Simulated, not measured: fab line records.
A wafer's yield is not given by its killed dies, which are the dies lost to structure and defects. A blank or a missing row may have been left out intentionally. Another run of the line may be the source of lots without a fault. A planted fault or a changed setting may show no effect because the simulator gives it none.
Problem report in the 8D (eight disciplines) form, filled by code    flow n5_finfet    the parts of the form that need people (team, actions taken, sign-off) are left out

== 1. PROBLEM STATEMENT ==
Wafers without a fault read 399.98 C, standard deviation 0.24; susceptor_temp_C at N5_HKMG_FIN_ALD_36 reads a mean of 386.03 C on 3 wafers belonging to 3 lots. Relative to the usual mean, that is a shift of -58 standard deviations.
The step: deposits TiN, target thk 1 nm, pulse time 1 s, purge time 3 s.
Seen first at day 8 08:35 on ald_metal-02, wafer L795.6. Wafers with a number at this step in the record: 29, from 10 lots. Rule for "out", or "out of limits": more than 4 standard deviations from the usual mean. The other wafers with a number count as sound.

== 2. WHAT IT IS; WHAT IT IS NOT ==
question                     is                      is not
which readings at this step  susceptor_temp_C        heater_power_w
which lots                   L795, L797, L798        L779, L784, L785, L786, L789, L790, L800
which wafers of those lots   L795.6, L797.4, L798.4  L795.2, L795.5, L797.3, L797.6, L798.3, L798.5
read on which tools          ald_metal-02            ald_metal-03, ald_metal-04
when                         from day 8 08:35        up to then (20 sound wafers); but 6 sound wafers of L797, L798, L800 came after

== 3. THE SUSPECTS, EACH WITH WHAT RULES IT OUT ==
Counting: if a tool at a process step up to the reading ran every lot that is out, it stays a suspect. Sound lots after the first of them don't rule it out here, since some wafers of a struck lot are sound.
- ald_metal-02 at N5_HKMG_FIN_ALD_36 (deposits TiN, target thk 1 nm, pulse time 1 s, purge time 3 s): kept. Every lot that is out went through it, the first being L795 (day 8 08:35); the last sound lot it ran before that was L790 (day 7 06:10). Its own susceptor_temp_C readings are out on those wafers.
- Within ald_metal-02 at N5_HKMG_FIN_ALD_36: the wafers that are out ran in chamber 2; their sound lot-mates ran in chambers 0, 1, 3.
Remaining after the count: ald_metal-02 at N5_HKMG_FIN_ALD_36.

== 4. THE CAUSE (what the simulator had put in) ==
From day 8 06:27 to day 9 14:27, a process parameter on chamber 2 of ald_metal-02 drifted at N5_HKMG_FIN_ALD_36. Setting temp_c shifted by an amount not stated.
The count eliminated every tool but this one.

== 5. THE CHAIN OF EFFECTS, in route order ==
Each row: a reading where the mean over the struck wafers with a number is more than 3 standard deviations away from the usual. Scope: only readings with a usual standard deviation given in the record; hours: median across lots of the time from each lot's start at the first step in this table that gives one to its start at this step; sigmas: change in usual standard deviations.
hours  step                reading           usual     on struck wafers  change  sigmas
0      N5_HKMG_FIN_ALD_36  susceptor_temp_C  399.98 C  386.03            -13.95  -58
It contains these process steps:
- N5_HKMG_FIN_ALD_36: deposits TiN, target thk 1 nm, pulse time 1 s, purge time 3 s.
Later measuring or inspecting steps at which every struck wafer that the step has a row for has a number for every such reading, and none has moved that far: N5_BEOL_M4_RC_MEAS_101.

== 6. WHAT WOULD HAVE CAUGHT IT SOONER ==
First out-of-limits reading in this record: day 8 08:35, which is 2 hours after fault onset at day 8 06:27.
